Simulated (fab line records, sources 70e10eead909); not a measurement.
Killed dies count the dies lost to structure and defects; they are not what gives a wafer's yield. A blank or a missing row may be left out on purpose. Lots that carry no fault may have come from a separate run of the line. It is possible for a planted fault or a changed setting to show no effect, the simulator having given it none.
Matching of chambers :: flow nand-harc :: NHARC_A_STAIRCASE_DESCUM_168 on rie-diel-12 has 4 sister chambers
The step chemistry O2, time 3 s. 8 wafers are shown with their chamber, then 9 later ones without.

## WAFERS, EACH WITH ITS CHAMBER
wafer: L075.2
chamber: 2
showerhead-plenum-p-Torr (Torr): 1.88
drypump-motor-current-A (A): 5.3

wafer: L086.4
chamber: 2
showerhead-plenum-p-Torr (Torr): 1.87
drypump-motor-current-A (A): 5.3

wafer: L087.5
chamber: 0
showerhead-plenum-p-Torr (Torr): 2.06
drypump-motor-current-A (A): 6.3

wafer: L089.2
chamber: 3
showerhead-plenum-p-Torr (Torr): 1.95
drypump-motor-current-A (A): 5.6

wafer: L089.4
chamber: 1
showerhead-plenum-p-Torr (Torr): 2.02
drypump-motor-current-A (A): 5.8

wafer: L088.1
chamber: 0
showerhead-plenum-p-Torr (Torr): 2.06
drypump-motor-current-A (A): 6.3

wafer: L088.4
chamber: 3
showerhead-plenum-p-Torr (Torr): 1.95
drypump-motor-current-A (A): 5.7

wafer: L088.6
chamber: 1
showerhead-plenum-p-Torr (Torr): 2.02
drypump-motor-current-A (A): 5.8

## WAFERS MISSING THEIR CHAMBER
wafer: L093.1
showerhead-plenum-p-Torr (Torr): 1.86
drypump-motor-current-A (A): 5.3

wafer: L093.4
showerhead-plenum-p-Torr (Torr): 1.94
drypump-motor-current-A (A): 5.7

wafer: L093.6
showerhead-plenum-p-Torr (Torr): 2.01
drypump-motor-current-A (A): 5.8

wafer: L094.2
showerhead-plenum-p-Torr (Torr): 2.01
drypump-motor-current-A (A): 5.8

wafer: L094.3
showerhead-plenum-p-Torr (Torr): 1.94
drypump-motor-current-A (A): 5.6

wafer: L094.5
showerhead-plenum-p-Torr (Torr): 1.86
drypump-motor-current-A (A): 5.3

wafer: L095.1
showerhead-plenum-p-Torr (Torr): 1.86
drypump-motor-current-A (A): 5.3

wafer: L095.3
showerhead-plenum-p-Torr (Torr): 1.94
drypump-motor-current-A (A): 5.6

wafer: L095.6
showerhead-plenum-p-Torr (Torr): 2.01
drypump-motor-current-A (A): 5.8

## EACH ONE'S CHAMBER
wafer: L093.1
from the rows above: 2
in truth: 2

wafer: L093.4
from the rows above: 3
in truth: 3

wafer: L093.6
from the rows above: 1
in truth: 1

wafer: L094.2
from the rows above: 1
in truth: 1

wafer: L094.3
from the rows above: 3
in truth: 3

wafer: L094.5
from the rows above: 2
in truth: 2

wafer: L095.1
from the rows above: 2
in truth: 2

wafer: L095.3
from the rows above: 3
in truth: 3

wafer: L095.6
from the rows above: 1
in truth: 1
Correct placement for 9 of the 9. From these rows, 0 cannot be placed. 0 placed wrongly.
How it was worked out, from the rows above alone: a wafer's distance from a chamber is the root of the sum, over the readings, of the square of ((its reading less the chamber's mean) divided by the reading's scatter). If the next closest chamber is less than 2 further off than the closest, the wafer can't be placed; otherwise it belongs to the closest. For every chamber, the mean is computed from those of its wafers that are shown. How the scatter is found: for the shown wafers, subtract from each reading the mean of its chamber, square and add these, divide the total by (wafers less chambers), then take the root.
